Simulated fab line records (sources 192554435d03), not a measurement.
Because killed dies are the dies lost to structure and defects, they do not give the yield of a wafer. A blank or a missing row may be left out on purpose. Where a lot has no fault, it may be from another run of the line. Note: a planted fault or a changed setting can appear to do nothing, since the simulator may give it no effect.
Matching of chambers	flow n5 finfet	N5_BEOL_M5_CO_CAP_78 on cvd co-01: 3 sister chambers
The step material Co, precursor CCTBA/H2, target thk 2 nm, time 102.1 s. 14 wafers are shown with their chamber, then 7 later ones without.

## WAFERS PAIRED WITH THEIR CHAMBERS
wafer	chamber	heater power w (W)
L078.1	1	241
L078.5	2	236
L078.6	0	211
L079.3	1	244
L079.4	0	217
L079.6	1	238
L082.1	2	230
L082.2	0	217
L082.3	1	245
L082.4	1	240
L082.5	2	233
L082.6	0	214
L086.2	0	215
L086.3	2	231

SIGNATURES (means of the wafers above)
reading	chamber 0	chamber 1	chamber 2	scatter within a chamber
heater power w	214.80	241.60	232.50	2.68
Rule: a wafer's distance from a chamber is the root of the sum, over the readings, of the square of ((its reading less the chamber's mean) divided by the reading's scatter). If the next closest chamber is less than 2 further off than the closest, the wafer can't be placed; otherwise it belongs to the closest. How the scatter is found: for the shown wafers, subtract from each reading the mean of its chamber, square and add these, divide the total by (wafers less chambers), then take the root.

## WAFERS WITHOUT THEIR CHAMBER
wafer	heater power w (W)
L086.4	214
L085.1	214
L085.5	237
L085.6	234
L096.2	212
L096.4	217
L096.6	232

## EACH ONE'S CHAMBER
wafer	from the rows above	in truth
L086.4	0	0
L085.1	0	0
L085.5	can't be placed: 2 or 1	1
L085.6	2	2
L096.2	0	0
L096.4	0	0
L096.6	2	2
6 of 7 placed correctly. These rows do not allow placing 1 (true chamber among the candidates in 1). Placed wrongly: 0.
